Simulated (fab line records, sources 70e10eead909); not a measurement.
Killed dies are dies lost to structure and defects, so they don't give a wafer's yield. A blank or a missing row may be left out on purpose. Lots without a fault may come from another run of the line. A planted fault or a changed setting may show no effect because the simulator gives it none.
fab line records | flow nand_harc
record lots=7 wafers=19 last_day=32
route steps=1302 shown A_ONON_D1@432 END@1302
lots that met no fault: from a run of the same line without faults
start_h: hours from the record's first day to the start of the lot's first wafer shown | wait_h: hours since the lot's step before | " the same as in the row above | L1.1+2: a row that stands for several wafers | - no value, or no start given | * or withheld: withheld | < > ~ a bound
route shown NAME@n: a module of which the file shows steps, and the number in the route of the first | usual: mean/standard deviation of fault-free wafers | same: alike in all rows | chamber/n: place in a boat | sites: the reading at each site | _std_site: their standard deviation | _edge_site: outer sites' mean less inner sites' | radius_mm: how far each site lies from the wafer's centre | mask NAME#n: copy n | behind: the tool/chamber that last shaped the wafer | hold: why the lot was held/for how many hours/how that ended | device: the transistor (n, p or np) that didn't switch | end of line: the same wafers' tests at the end of the route | a step without rows: its recipe alone | killed: dies lost to structure and defects at the first sort, not the wafer's yield | map: a wafer's dies, x killed, . not, _ none there
set.NAME: the setting as run; set.NAME@STEP: as run at that earlier step | model.NAME: the simulator's own value behind a step, which no gauge read
lots at some steps of the route; a table a step, a row a wafer
services: from which hour (start_h, from the record's first day; less than 0 if before it) a tool's chamber was out of use, for how many hours, and why
## steps
# step NHARC_A_ONON_D1_DEP_12
# recipe target_thk_a=10000 n2_flow_sccm=2750 n2o_flow_sccm=2000 nh3_flow_sccm=500 sih4_flow_sccm=210 temp_c=400
# step NHARC_A_ONON_D1_THK_MEAS_14
# recipe thk_meas_gauge=ellipsometry
# usual thk_nm=998/11
# columns lot.wafer tool chamber start_h wait_h thk_nm
L912.2 film_metro-02 - 197.89 - 1007
L912.3 " - " " 1006
L912.6 " - " " 1006
L917.2 film_metro-01 - 247.55 - 989
L917.3 " - " " 986
L917.5 " - " " 988
L925.3 film_metro-02 - 325.55 - 982
L925.4 " - " " 984
L926.4 film_metro-02 - 341.30 - 998
L926.6 " - " " 999
L929.1 film_metro-01 - 362.35 - 1000
L929.4 " - " " 1001
L929.6 " - " " 999
L928.1 film_metro-01 - 362.41 - 991
L928.3 " - " " 990
L928.6 " - " " 991
L931.2 film_metro-01 - 383.67 - 1019
L931.5 " - " " 1019
L931.6 " - " " 1018
# step NHARC_A_ONON_D1_ANNEAL_15
# recipe temp_c=750 time_s=3600
# step NHARC_A_ONON_D1_DEP_16
# recipe target_thk_a=10000 n2_flow_sccm=2750 n2o_flow_sccm=2000 nh3_flow_sccm=500 sih4_flow_sccm=210 temp_c=400
# step NHARC_A_ONON_D1_THK_MEAS_18
# recipe thk_meas_gauge=ellipsometry
# usual thk_nm=1000/6.1
# columns lot.wafer tool chamber start_h wait_h thk_nm
L912.2 film_metro-02 - 207.92 - 1001
L912.3 " - " " 1000
L912.6 " - " " 1000
L917.2 film_metro-01 - 255.28 - 996
L917.3 " - " " 995
L917.5 " - " " 995
L925.3 film_metro-01 - 335.00 - 996
L925.4 " - " " 995
L926.4 film_metro-02 - 353.37 - 1011
L926.6 " - " " 1010
L929.1 film_metro-01 - 370.53 - 1002
L929.4 " - " " 1003
L929.6 " - " " 1002
L928.1 film_metro-02 - 370.54 - 999
L928.3 " - " " 1000
L928.6 " - " " 998
L931.2 film_metro-01 - 393.07 - 999
L931.5 " - " " 999
L931.6 " - " " 1001
# step NHARC_A_ONON_D1_DEP_19
# recipe target_thk_a=10000 n2_flow_sccm=2750 n2o_flow_sccm=2000 nh3_flow_sccm=500 sih4_flow_sccm=210 temp_c=400
# step NHARC_A_ONON_D1_THK_MEAS_21
# recipe thk_meas_gauge=ellipsometry
# usual thk_nm=1005/9
# columns lot.wafer tool chamber start_h wait_h thk_nm
L912.2 film_metro-02 - 208.49 - 1003
L912.3 " - " " 999
L912.6 " - " " 1002
L917.2 film_metro-01 - 255.85 - 998
L917.3 " - " " 996
L917.5 " - " " 999
L925.3 film_metro-02 - 335.57 - 1008
L925.4 " - " " 1008
L926.4 film_metro-02 - 353.93 - 1006
L926.6 " - " " 1007
L929.1 film_metro-02 - 371.10 - 1027
L929.4 " - " " 1027
L929.6 " - " " 1027
L928.1 film_metro-01 - 371.10 - 1001
L928.3 " - " " 1001
L928.6 " - " " 1000
L931.2 film_metro-01 - 393.64 - 1004
L931.5 " - " " 1004
L931.6 " - " " 1007
# step NHARC_A_ONON_D1_DEP_22
# recipe target_thk_a=10000 n2_flow_sccm=2750 n2o_flow_sccm=2000 nh3_flow_sccm=500 sih4_flow_sccm=210 temp_c=400
# step NHARC_A_ONON_D1_THK_MEAS_24
# recipe thk_meas_gauge=ellipsometry
# usual thk_nm=1000/12
# columns lot.wafer tool chamber start_h wait_h thk_nm
L912.2 film_metro-02 - 209.06 - 1023
L912.3 " - " " 1024
L912.6 " - " " 1024
L917.2 film_metro-01 - 256.42 - 1008
L917.3 " - " " 1008
L917.5 " - " " 1007
L925.3 film_metro-02 - 336.13 - 995
L925.4 " - " " 996
L926.4 film_metro-01 - 354.50 - 999
L926.6 " - " " 999
L929.1 film_metro-02 - 371.67 - 990
L929.4 " - " " 989
L929.6 " - " " 988
L928.1 film_metro-01 - 371.67 - 1000
L928.3 " - " " 1001
L928.6 " - " " 999
L931.2 film_metro-01 - 394.20 - 992
L931.5 " - " " 992
L931.6 " - " " 992
# step NHARC_A_ONON_D1_DEP_25
# recipe target_thk_a=10000 n2_flow_sccm=2750 n2o_flow_sccm=2000 nh3_flow_sccm=500 sih4_flow_sccm=210 temp_c=400
# step NHARC_A_ONON_D1_THK_MEAS_27
# recipe thk_meas_gauge=ellipsometry
# usual thk_nm=997/8.9
# columns lot.wafer tool chamber start_h wait_h thk_nm
L912.2 film_metro-02 - 209.63 - 1007
L912.3 " - " " 1008
L912.6 " - " " 1006
L917.2 film_metro-01 - 257.01 - 1007
L917.3 " - " " 1007
L917.5 " - " " 1007
L925.3 film_metro-01 - 336.71 - 990
L925.4 " - " " 989
L926.4 film_metro-01 - 355.06 - 1008
L926.6 " - " " 1009
L929.1 film_metro-01 - 372.23 - 1001
L929.4 " - " " 999
L929.6 " - " " 1001
L928.1 film_metro-02 - 372.24 - 992
L928.3 " - " " 992
L928.6 " - " " 991
L931.2 film_metro-01 - 394.76 - 983
L931.5 " - " " 984
L931.6 " - " " 982
# step NHARC_A_ONON_D1_DEP_28
# recipe target_thk_a=10000 n2_flow_sccm=2750 n2o_flow_sccm=2000 nh3_flow_sccm=500 sih4_flow_sccm=210 temp_c=400
# usual nh3_flow_sccm=500.1/1.3
# columns lot.wafer tool chamber start_h wait_h nh3_flow_sccm
L912.2 pecvd_onon-01 0 209.74 0.1 498.2
L912.3 " 0 " " 499.7
L912.6 " 0 " " 499.9
L917.2 pecvd_onon-01 0 257.12 0.1 500.4
L917.3 " 0 " " 499.9
L917.5 " 0 " " 498.3
L925.3 pecvd_onon-01 0 336.88 0.2 498.8
L925.4 " 0 " " 499.7
L926.4 pecvd_onon-01 0 355.29 0.2 497.0
L926.6 " 0 " " 503.4
L929.1 pecvd_onon-03 0 372.29 0.1 502.0
L929.4 " 0 " " 498.4
L929.6 " 0 " " 501.0
L928.1 pecvd_onon-01 0 372.30 0.1 500.8
L928.3 " 0 " " 501.8
L928.6 " 0 " " 500.3
L931.2 pecvd_onon-02 0 394.88 0.1 500.9
L931.5 " 0 " " 501.3
L931.6 " 0 " " 499.5
# step NHARC_A_ONON_D1_THK_MEAS_30
# recipe thk_meas_gauge=ellipsometry
# usual thk_nm=1000/8.9
# columns lot.wafer tool chamber start_h wait_h thk_nm
L912.2 film_metro-02 - 210.19 - 1006
L912.3 " - " " 1006
L912.6 " - " " 1007
L917.2 film_metro-02 - 257.57 - 996
L917.3 " - " " 995
L917.5 " - " " 998
L925.3 film_metro-02 - 337.27 - 700
L925.4 " - " " 987
L926.4 film_metro-01 - 355.63 - 988
L926.6 " - " " 699
L929.1 film_metro-01 - 372.80 - 992
L929.4 " - " " 992
L929.6 " - " " 989
L928.1 film_metro-01 - 372.81 - 1012
L928.3 " - " " 720
L928.6 " - " " 721
L931.2 film_metro-01 - 395.33 - 1002
L931.5 " - " " 1003
L931.6 " - " " 1000
# step NHARC_A_ONON_D1_DEP_33
# recipe target_thk_a=2000 temp_c=400 pressure_torr=6.5 rf_w=900 teos_flow_sccm=161.4 flow_sccm=2650 target_thk_nm=200 gas=O2 material=SiO2
# usual heater_power_w=593/85 showerhead_vpp_V=1822/60 throttle_valve_pct=15.9/0.54
# columns lot.wafer tool chamber start_h wait_h heater_power_w showerhead_vpp_V since_wet_clean_h throttle_valve_pct
L912.2 pecvd-03 1 210.36 0.2 603 1854 12 16.2
L912.3 " 2 " " 504 1859 12 15.9
L912.6 " 1 " " 597 1879 - 16.6
L917.2 pecvd-02 1 257.63 0.1 570 1880 15 14.9
L917.3 " 2 " " 563 1736 15 16.3
L917.5 " 2 " " 574 1790 - 16.0
L925.3 pecvd-03 0 337.38 0.1 526 1902 139 16.3
L925.4 " 2 " " 514 1824 - 15.9
L926.6 pecvd-03 0 355.87 0.2 480 1897 - 16.2
L926.4 " 1 " " 484 1868 - 16.2
L929.1 pecvd-04 2 373.25 0.5 765 1798 91 16.1
L929.6 " 0 " " 589 1785 - 15.9
L929.4 " 1 " " 675 1828 - 14.9
L928.3 pecvd-02 0 373.26 0.4 725 1710 131 16.6
L928.1 " 2 " " 582 1733 131 16.3
L928.6 " 0 " " 759 1739 - 16.4
L931.2 pecvd-03 1 395.45 0.1 551 1834 16 15.9
L931.5 " 0 " " 575 1895 - 16.2
L931.6 " 1 " " 597 1864 - 15.8
# step NHARC_END_SORT_01
# recipe temp_c=25
# usual killed_at_array=56/17 killed_at_other=1.2/1.4 killed_at_periphery=4/3.2 killed_dies=61/16 killed_open=3.6/2.1 killed_short=2.7/1.8
# same gross_dies=677
# columns lot.wafer tool chamber start_h wait_h killed_at_array killed_at_other killed_at_periphery killed_dies killed_open killed_short
L925.3 prober-02 0 723.21 3.1 673 1 3 677 1 4
L926.6 prober-02 0 741.17 4.0 671 0 6 677 7 6
L928.3 prober-02 0 766.56 3.1 676 0 1 677 1 2
L928.6 prober-02 0 768.93 4.0 673 0 4 677 3 5
L931.6 prober-01 0 775.02 4.0 50 4 5 59 2 1
# killed by level:class
L925.3 A_ONON_D1:area_dep=609 A_SLIT:chamber_film_flake=35 A_CHANNEL_HOLE_D1:chamber_film_flake=20 A_STAIRCASE:chamber_film_flake=4 A_WL_FILL:geometric_particle:short=2 P_M0:chamber_film_flake=2 A_CHANNEL_HOLE_D1:geometric_particle:short=1 A_CHANNEL_FILL_D1:geometric_particle:short=1
L926.6 A_ONON_D1:area_dep=618 A_CHANNEL_HOLE_D2:chamber_film_flake=22 A_CHANNEL_HOLE_D1:chamber_film_flake=9 A_SLIT:chamber_film_flake=5 P_STI:chamber_film_flake=3 A_CONTACT:chamber_film_flake=3 A_SOURCE_PLATE:geometric_particle:short=2 A_CONTACT:geometric_particle:open=2
L928.3 A_ONON_D1:area_dep=655 A_CHANNEL_HOLE_D1:chamber_film_flake=10 A_CHANNEL_FILL_D2:chamber_film_flake=2 A_SLIT:chamber_film_flake=2 A_SGD_CUT:geometric_particle:short=1 A_WL_FILL:geometric_particle:open=1 A_WL_FILL:geometric_particle:short=1 P_BONDPAD:chamber_film_flake=1
L928.6 A_ONON_D1:area_dep=642 A_CHANNEL_HOLE_D1:chamber_film_flake=13 A_SLIT:chamber_film_flake=6 A_CHANNEL_FILL_D2:geometric_particle:open=2 A_CONTACT:chamber_film_flake=2 P_CONTACT:geometric_particle:open=1 A_CHANNEL_FILL_D1:geometric_particle:short=1 A_DECK1_JOINT:geometric_particle:short=1
L931.6 A_SLIT:chamber_film_flake=25 A_CHANNEL_HOLE_D1:chamber_film_flake=9 A_CONTACT:chamber_film_flake=7 A_CHANNEL_FILL_D2:chamber_film_flake=5 THIN_TSV:chamber_film_flake=4 P_STI:chamber_film_flake=3 P_GATE:chamber_film_flake=2 A_ONON_D1:geometric_particle:open=1
# map L925.3 (x killed, . not)
____________x____________
_________xxxxxxx_________
_______xxxxxxxxxxx_______
______xxxxxxxxxxxxx______
_____xxxxxxxxxxxxxxx_____
____xxxxxxxxxxxxxxxxx____
____xxxxxxxxxxxxxxxxx____
___xxxxxxxxxxxxxxxxxxx___
___xxxxxxxxxxxxxxxxxxx___
__xxxxxxxxxxxxxxxxxxxxx__
__xxxxxxxxxxxxxxxxxxxxx__
_xxxxxxxxxxxxxxxxxxxxxxx_
_xxxxxxxxxxxxxxxxxxxxxxx_
_xxxxxxxxxxxxxxxxxxxxxxx_
_xxxxxxxxxxxxxxxxxxxxxxx_
_xxxxxxxxxxxxxxxxxxxxxxx_
xxxxxxxxxxxxxxxxxxxxxxxxx
xxxxxxxxxxxxxxxxxxxxxxxxx
xxxxxxxxxxxxxxxxxxxxxxxxx
xxxxxxxxxxxxxxxxxxxxxxxxx
xxxxxxxxxxxxxxxxxxxxxxxxx
_xxxxxxxxxxxxxxxxxxxxxxx_
_xxxxxxxxxxxxxxxxxxxxxxx_
_xxxxxxxxxxxxxxxxxxxxxxx_
_xxxxxxxxxxxxxxxxxxxxxxx_
_xxxxxxxxxxxxxxxxxxxxxxx_
__xxxxxxxxxxxxxxxxxxxxx__
__xxxxxxxxxxxxxxxxxxxxx__
___xxxxxxxxxxxxxxxxxxx___
___xxxxxxxxxxxxxxxxxxx___
____xxxxxxxxxxxxxxxxx____
____xxxxxxxxxxxxxxxxx____
_____xxxxxxxxxxxxxxx_____
______xxxxxxxxxxxxx______
_______xxxxxxxxxxx_______
_________xxxxxxx_________
____________x____________
# map L926.6 (x killed, . not)
____________x____________
_________xxxxxxx_________
_______xxxxxxxxxxx_______
______xxxxxxxxxxxxx______
_____xxxxxxxxxxxxxxx_____
____xxxxxxxxxxxxxxxxx____
____xxxxxxxxxxxxxxxxx____
___xxxxxxxxxxxxxxxxxxx___
___xxxxxxxxxxxxxxxxxxx___
__xxxxxxxxxxxxxxxxxxxxx__
__xxxxxxxxxxxxxxxxxxxxx__
_xxxxxxxxxxxxxxxxxxxxxxx_
_xxxxxxxxxxxxxxxxxxxxxxx_
_xxxxxxxxxxxxxxxxxxxxxxx_
_xxxxxxxxxxxxxxxxxxxxxxx_
_xxxxxxxxxxxxxxxxxxxxxxx_
xxxxxxxxxxxxxxxxxxxxxxxxx
xxxxxxxxxxxxxxxxxxxxxxxxx
xxxxxxxxxxxxxxxxxxxxxxxxx
xxxxxxxxxxxxxxxxxxxxxxxxx
xxxxxxxxxxxxxxxxxxxxxxxxx
_xxxxxxxxxxxxxxxxxxxxxxx_
_xxxxxxxxxxxxxxxxxxxxxxx_
_xxxxxxxxxxxxxxxxxxxxxxx_
_xxxxxxxxxxxxxxxxxxxxxxx_
_xxxxxxxxxxxxxxxxxxxxxxx_
__xxxxxxxxxxxxxxxxxxxxx__
__xxxxxxxxxxxxxxxxxxxxx__
___xxxxxxxxxxxxxxxxxxx___
___xxxxxxxxxxxxxxxxxxx___
____xxxxxxxxxxxxxxxxx____
____xxxxxxxxxxxxxxxxx____
_____xxxxxxxxxxxxxxx_____
______xxxxxxxxxxxxx______
_______xxxxxxxxxxx_______
_________xxxxxxx_________
____________x____________
## services
# columns tool chamber start_h hours kind
pecvd-03 0 198.19 - clean
pecvd-03 1 198.19 - clean
pecvd-03 2 198.19 - clean
pecvd-02 - 214.41 15.2 repair
pecvd-04 - 226.58 1.4 repair
pecvd_onon-03 - 227.00 13.0 pm
pecvd-02 - 229.66 13.0 pm
pecvd-02 0 229.66 13.0 vent_cycle
pecvd-03 2 266.64 9.7 repair
pecvd_onon-01 - 269.00 13.0 pm
pecvd-04 - 269.30 13.0 pm
pecvd-02 0 294.44 7.5 repair
pecvd_onon-02 - 341.46 2.5 repair
pecvd-03 - 366.19 13.0 pm
pecvd-03 0 366.19 13.0 vent_cycle
pecvd-03 1 366.19 13.0 vent_cycle
pecvd-03 2 366.19 13.0 vent_cycle
pecvd_onon-02 - 366.24 13.0 pm
pecvd-02 - 367.17 1.8 repair
pecvd-03 0 379.19 - clean
pecvd-03 1 379.19 - clean
pecvd-03 2 379.19 - clean
pecvd-03 2 390.60 7.0 repair
pecvd-02 2 390.74 9.9 repair
## key
first_sign step=NHARC_A_ONON_D1_THK_MEAS_30 reading=thk_nm direction=down sigmas=33 usual=1000 struck=710
effect step=NHARC_END_SORT_01 reading=killed_dies direction=up sigmas=37 usual=61 struck=677
more_kills_born_at NHARC_A_ONON_D1_DEP_28@pecvd_onon-01=2524
met_at NHARC_A_ONON_D1_DEP_28
struck_wafers L925.3,L926.6,L928.3,L928.6
later_rows_left_out L925.3,L926.6,L928.3,L928.6
tester_left_out L925,L926,L928
onset_between 257.12 336.88
fault kind=process_parameter_drift tool=pecvd_onon-01 chamber=- onset_h=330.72 steps=NHARC_A_ONON_D1_DEP_28 channel=target_thk_a offset=* shape=step end_h=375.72 scope=struck_wafers_only acts_in=* stated=*
# tester_left_out: of these lots the tester's yield and bins aren't shown, on N5 and GAA mostly nor the transistor test; their killed dies are dies lost to structure and defects alone, not to doping, threshold or leakage, so they don't give the yield
# later_rows_left_out: the simulator's readings of these wafers behind a module that went badly wrong aren't trusted and aren't shown, but for the sort
